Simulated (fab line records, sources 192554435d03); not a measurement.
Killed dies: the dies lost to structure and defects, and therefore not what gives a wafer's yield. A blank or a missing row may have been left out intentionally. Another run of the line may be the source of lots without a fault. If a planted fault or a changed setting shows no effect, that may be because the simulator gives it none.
Struck lot and sound lot, side by side    flow n5Finfet    39 steps out of a route of 1938
Sound: the wafers L287.1, L287.4, L287.5. Wafers struck: L282.2, L282.4, L282.5. The cause is named last.
At each step with rows: each side's tool, then ch and its chambers, then its first start. Under that, the readings that differ: sound wafers    struck wafers    difference of the means    sigmas: that difference in standard deviations of wafers without a fault.
alike: readings with means less than 2 such deviations apart, plus words and numbers identical on both sides. not compared: withheld readings, readings lacking a value on some wafer, bounds such as >300 that could conceal the same value, and numbers that have no deviation in the record and whose values overlap.
The two part at a step that has a row with sigmas, a row that says differs or no value, or rows on one side only. When numbers do not overlap yet have no deviation, they are printed without sigmas and do not part them. Lack of a reading on every wafer of one side parts them only where that side has two or more wafers.

first, 12 steps without rows for these wafers: N5_HKMG_FIN_DESCUM_53 (chemistry O2, time 7.9 s); N5_HKMG_FIN_ETCH_54 (etches SiARC in CF4, target depth 45.5 nm, time 75.8 s); N5_HKMG_FIN_ETCH_55 (etches SOC in N2/H2, target depth 240 nm, time 300 s); N5_HKMG_FIN_STRIP_56 (strips in N2/H2); N5_HKMG_FIN_STRIP_57 (strips in CF4); N5_HKMG_FIN_ETCH_58 (etches SOC in N2/H2, target depth 215.8 nm, time 741 s); N5_HKMG_FIN_STRIP_93 (strips SOC in N2/H2, time 20 s); N5_HKMG_FIN_WET_ETCH_76 (etches Al2O3 in dNH4OH, stops on La2O3, target depth 2.25 nm, rinse time 30 s); N5_HKMG_FIN_STRIP_60 (strips in N2/H2, time 360 s); N5_HKMG_FIN_WET_ETCH_77 (etches La2O3 in dHCl, stops on HfO2, target depth 2 nm); N5_HKMG_FIN_WET_ETCH_78 (etches Al2O3 in dNH4OH, stops on La2O3, target depth 4.5 nm, rinse time 30 s); N5_HKMG_FIN_ALD_79 (deposits TiN, target thk 1.5 nm, pulse time 1 s, purge time 3 s).
N5_HKMG_FIN_CVD_62: deposits a-Si from Si2H6, target thk 3 nm, time 20.8 s.
  sound on thermalCvdSi-01 ch 1,2, day 8 06:51; struck on thermalCvdSi-02 ch 1,2, day 6 13:04
  no value came back on the struck wafers for chamberPressureTorr (Torr), heaterPowerOuterW (W), heaterPowerW (W); on the sound wafers chamberPressureTorr (Torr) reads 1.0023 1.0000 1.0026
  not compared: sinceWetCleanH
then, 25 steps without rows for these wafers: N5_HKMG_FIN_RTA_80 (time 2 s); N5_HKMG_FIN_PRECLEAN_64 (cleans in dHF, time 30 s); N5_HKMG_FIN_WET_ETCH_65 (etches a-Si in TMAH, stops on TiN, time 49 s, target depth 3 nm); N5_HKMG_FIN_WET_ETCH_81 (etches TiN in SC1, stops on HfO2, time 57 s, target depth 6 nm); N5_HKMG_FIN_WET_ETCH_82 (etches La2O3 in dHCl, stops on HfO2, target depth 2 nm, rinse time 30 s); N5_HKMG_FIN_ALD_36 (deposits TiN, target thk 1 nm, pulse time 1 s, purge time 3 s); N5_HKMG_FIN_PWFM_ALD_03 (deposits TiN, target thk 2 nm, pulse time 1 s, purge time 3 s); N5_HKMG_FIN_COAT_29 (time 60 s, resist thk 300 nm); N5_HKMG_FIN_COAT_30 (time 60 s, resist thk 35 nm); N5_HKMG_FIN_COAT_06 (resist thk 90 nm); N5_HKMG_FIN_EBR_08; N5_HKMG_FIN_SOFTBAKE_07 (time 60 s); N5_HKMG_FIN_EXPOSE_09 (exposes mask NWFM); N5_HKMG_FIN_PEB_10 (peb time 60 s); N5_HKMG_FIN_DEVELOP_11 (develop time 30 s); N5_HKMG_FIN_DESCUM_17 (chemistry O2, time 7.9 s); N5_HKMG_FIN_ETCH_31 (etches SiARC in CF4, target depth 45.5 nm, time 75.8 s); N5_HKMG_FIN_ETCH_32 (etches SOC in N2/H2, target depth 240 nm, time 300 s); N5_HKMG_FIN_STRIP_33 (strips in N2/H2); N5_HKMG_FIN_STRIP_34 (strips in CF4); N5_HKMG_FIN_ETCH_35 (etches SOC in N2/H2, target depth 215.8 nm, time 243.4 s); N5_HKMG_FIN_STRIP_92 (strips SOC in N2/H2, time 20 s); N5_HKMG_FIN_WET_ETCH_18 (etches TiN in SC1, time 55 s, target depth 5.2 nm, rinse time 30 s); N5_HKMG_FIN_STRIP_19 (strips in N2/H2, time 360 s); N5_HKMG_FIN_ALD_91 (deposits TiN, target thk 1 nm, pulse time 1 s, purge time 3 s).
-- the record jumps here: 4 days lie between the struck wafers' starts before and after (it left off in module HKMG_FIN and takes up again in module BEOL_M4, whose first step shown is number 1111 of the route) --
N5_BEOL_M4_RC_MEAS_101:
  sound on prober-01 ch 0, day 12 15:15; struck on prober-02 ch 0, day 10 21:56
reading             sound                 struck                difference  sigmas
DIBL_P (mV/V)       36.0 37.0 36.9        40.8 41.4 40.9        +4.4        +3
EOT_N               10.51 10.55 10.57     11.88 11.82 11.95     +1.34       +16
EOT_P               10.46 10.42 10.47     11.80 11.92 11.99     +1.45       +16
IGATE_N (nA/um)     0.0129 0.0117 0.0127  0.0024 0.0024 0.0019  -0.0102     -7
IGATE_P (nA/um)     0.0039 0.0035 0.0038  0.0008 0.0008 0.0006  -0.0030     -7
IOFF_P (nA/um)      0.196 0.216 0.210     0.309 0.308 0.298     +0.098      +3
IOFF_P_85C (nA/um)  3.5 3.7 3.6           5.1 5.1 4.9           +1.4        +3
IOFF_P_LIN (nA/um)  0.092 0.098 0.096     0.144 0.145 0.141     +0.048      +4
ION_N (uA/um)       684 688 679           651 661 653           -29         -3
VT_P (mV)           -253 -255 -252        -244 -245 -246        +8          +3
  alike: DIBL_N, IOFF_N, IOFF_N_LIN, ION_P, SS_N, SS_P, VT_N

== WHERE THEY PART ==
Last at N5_BEOL_M4_RC_MEAS_101 as far as this record goes, first at N5_HKMG_FIN_CVD_62.

WHY: whatever the simulator had introduced
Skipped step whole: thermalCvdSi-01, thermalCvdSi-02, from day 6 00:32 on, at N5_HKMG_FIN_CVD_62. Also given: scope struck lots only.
